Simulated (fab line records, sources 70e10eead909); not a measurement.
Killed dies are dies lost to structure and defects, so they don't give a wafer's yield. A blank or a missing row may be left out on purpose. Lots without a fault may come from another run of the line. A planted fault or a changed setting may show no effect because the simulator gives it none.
Chamber matching | flow nand_harc | NHARC_THIN_TSV_DEP_47 on pecvd-01: 3 sister chambers
The step deposits SiO2, target thk 200 nm. 3 wafers are shown with their chamber, then 8 later ones without.

WAFERS WITH THEIR CHAMBER
wafer  | chamber | throttle_valve_pct (%)
L312.5 | 1       | 15.1
L312.6 | 2       | 15.8
L313.3 | 0       | 16.8

WAFERS WITHOUT THEIR CHAMBER
wafer  | throttle_valve_pct (%)
L313.4 | 15.8
L313.6 | 16.8
L316.3 | 16.9
L316.4 | 15.6
L316.5 | 15.5
L319.2 | 15.9
L319.3 | 15.6
L319.5 | 17.0

WHICH CHAMBER EACH WENT THROUGH
wafer  | from the rows above     | in truth
L313.4 | 2                       | 2
L313.6 | 0                       | 0
L316.3 | 0                       | 0
L316.4 | can't be placed: 2 or 1 | 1
L316.5 | can't be placed: 2 or 1 | 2
L319.2 | 2                       | 2
L319.3 | can't be placed: 2 or 1 | 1
L319.5 | 0                       | 0
Placed correctly: 5 of 8. Can't be placed from these rows: 3 (the true chamber is among the candidates in 3). Placed wrongly: 0.
How it was worked out, from the rows above alone: a wafer's distance from a chamber is the root of the sum, over the readings, of the square of ((its reading less the chamber's mean) divided by the reading's scatter). The wafer belongs to the nearest chamber; if the next one is less than 2 further off, it can't be placed. A chamber's mean is the mean of its shown wafers. The scatter: with one shown wafer a chamber, the root of the mean of the squares of how far each hidden wafer lies from its nearest shown one.
